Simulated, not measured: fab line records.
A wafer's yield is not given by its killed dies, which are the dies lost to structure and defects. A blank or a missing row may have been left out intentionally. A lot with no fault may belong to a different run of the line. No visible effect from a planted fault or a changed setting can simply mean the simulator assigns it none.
The tool behind it: which one? || flow nand harc || Sampling: 7 lots, 21 wafers, 4 of 1302 route steps

WHAT EACH GAUGE READ, for each wafer
NHARC_A_M0_CD_MEAS_09: the cd target is 80 nm.
{"lot": "L363", "measured": "day 24 05:23", "on": "cd sem-01", "cd nm (nm)": "80.0 80.1 79.8"}
{"lot": "L364", "measured": "day 24 23:16", "on": "cd sem-02", "cd nm (nm)": "80.0 79.5 79.9"}
{"lot": "L366", "measured": "day 25 09:04", "on": "cd sem-02", "cd nm (nm)": "79.2 80.0 80.5"}
{"lot": "L367", "measured": "day 26 04:04", "on": "cd sem-01", "cd nm (nm)": "79.5 79.7 80.0"}
{"lot": "L371", "measured": "day 27 14:52", "on": "cd sem-02", "cd nm (nm)": "80.7 80.2 80.2"}
{"lot": "L380", "measured": "day 31 11:16", "on": "cd sem-02", "cd nm (nm)": "79.4 68.4 79.1"}
{"lot": "L382", "measured": "day 32 00:07", "on": "cd sem-03", "cd nm (nm)": "79.1 79.1 78.9"}

TOOL THAT RAN EACH LOT (tool first, then ch and the chambers of the sampled wafers, then the start)
{"lot": "L363", "NHARC_A_BLC_ETCH_17": "rie diel-10 ch 0,1,3, day 24 02:55 or earlier", "NHARC_A_BLC_DEGAS_30": "pvd sputter-03, day 24 02:55", "NHARC_A_M0_EXPOSE_06": "arfi scanner-02 ch 0, day 24 05:14"}
{"lot": "L364", "NHARC_A_BLC_ETCH_17": "rie diel-03 ch 0,2,3, day 24 20:59 or earlier", "NHARC_A_BLC_DEGAS_30": "pvd sputter-03, day 24 20:59", "NHARC_A_M0_EXPOSE_06": "arfi scanner-02 ch 0, day 24 23:08"}
{"lot": "L366", "NHARC_A_BLC_ETCH_17": "rie diel-10 ch 1,2,3, day 25 06:46 or earlier", "NHARC_A_BLC_DEGAS_30": "pvd sputter-03, day 25 06:46", "NHARC_A_M0_EXPOSE_06": "arfi scanner-02 ch 0, day 25 08:55"}
{"lot": "L367", "NHARC_A_BLC_ETCH_17": "rie diel-03 ch 1,2,3, day 26 01:55 or earlier", "NHARC_A_BLC_DEGAS_30": "pvd sputter-03, day 26 01:55", "NHARC_A_M0_EXPOSE_06": "arfi scanner-01 ch 0, day 26 03:55"}
{"lot": "L371", "NHARC_A_BLC_ETCH_17": "rie diel-10 ch 0,1,2, day 27 12:35 or earlier", "NHARC_A_BLC_DEGAS_30": "pvd sputter-01, day 27 12:35", "NHARC_A_M0_EXPOSE_06": "arfi scanner-03 ch 0, day 27 14:44"}
{"lot": "L380", "NHARC_A_BLC_ETCH_17": "rie diel-03 ch 0,1,2, day 31 09:07 or earlier", "NHARC_A_BLC_DEGAS_30": "pvd sputter-01, day 31 09:07", "NHARC_A_M0_EXPOSE_06": "arfi scanner-03 ch 0, day 31 11:08"}
{"lot": "L382", "NHARC_A_BLC_ETCH_17": "rie diel-10 ch 0,2, day 31 21:49 or earlier", "NHARC_A_BLC_DEGAS_30": "pvd sputter-03, day 31 21:49", "NHARC_A_M0_EXPOSE_06": "arfi scanner-01 ch 0, day 31 23:58"}
- NHARC_A_BLC_ETCH_17: etches the open film in N2/H2, target depth 390 nm, time 609.38 s.
- NHARC_A_BLC_DEGAS_30: time 60 s.
- NHARC_A_M0_EXPOSE_06: exposes mask A M0, target cd 80 nm.

THE ANSWER, worked out from the rows above alone
Rule: what is usual is taken from the lots themselves. The widest of any qualifying gaps counts: lots, ordered by their means at a reading, are off when they make up no more than a third of the lots, leave a main group of 4 or more, and stand apart from it by 3 or more times the standard deviation of that group's means. The tables above print the reading to a certain number of digits; a main group whose means all agree to those digits is not used. A lot without any number at a reading at which 4 lots or more have one is off too. Where the step has rows for the other lots, those lots are counted as sound.
Off, at NHARC_A_M0_CD_MEAS_09 on cd nm: L380. The main group has a mean of 79.8 nm with a standard deviation of 0.4.
If a tool, at a process step before that reading, ran all the lots that are off and no sound lot after the first of them, it fits. Gauges at NHARC_A_M0_CD_MEAS_09: tried the same way as those tools. NHARC_A_BLC_ETCH_17: start missing for some lots; hours and lot order therefore follow NHARC_A_BLC_DEGAS_30. Can't be told from this: 4 tools fit, rie diel-03 at NHARC_A_BLC_ETCH_17, pvd sputter-01 at NHARC_A_BLC_DEGAS_30, arfi scanner-03 at NHARC_A_M0_EXPOSE_06, cd sem-02 at NHARC_A_M0_CD_MEAS_09.

WHAT HAD BEEN PUT IN BY THE SIMULATOR
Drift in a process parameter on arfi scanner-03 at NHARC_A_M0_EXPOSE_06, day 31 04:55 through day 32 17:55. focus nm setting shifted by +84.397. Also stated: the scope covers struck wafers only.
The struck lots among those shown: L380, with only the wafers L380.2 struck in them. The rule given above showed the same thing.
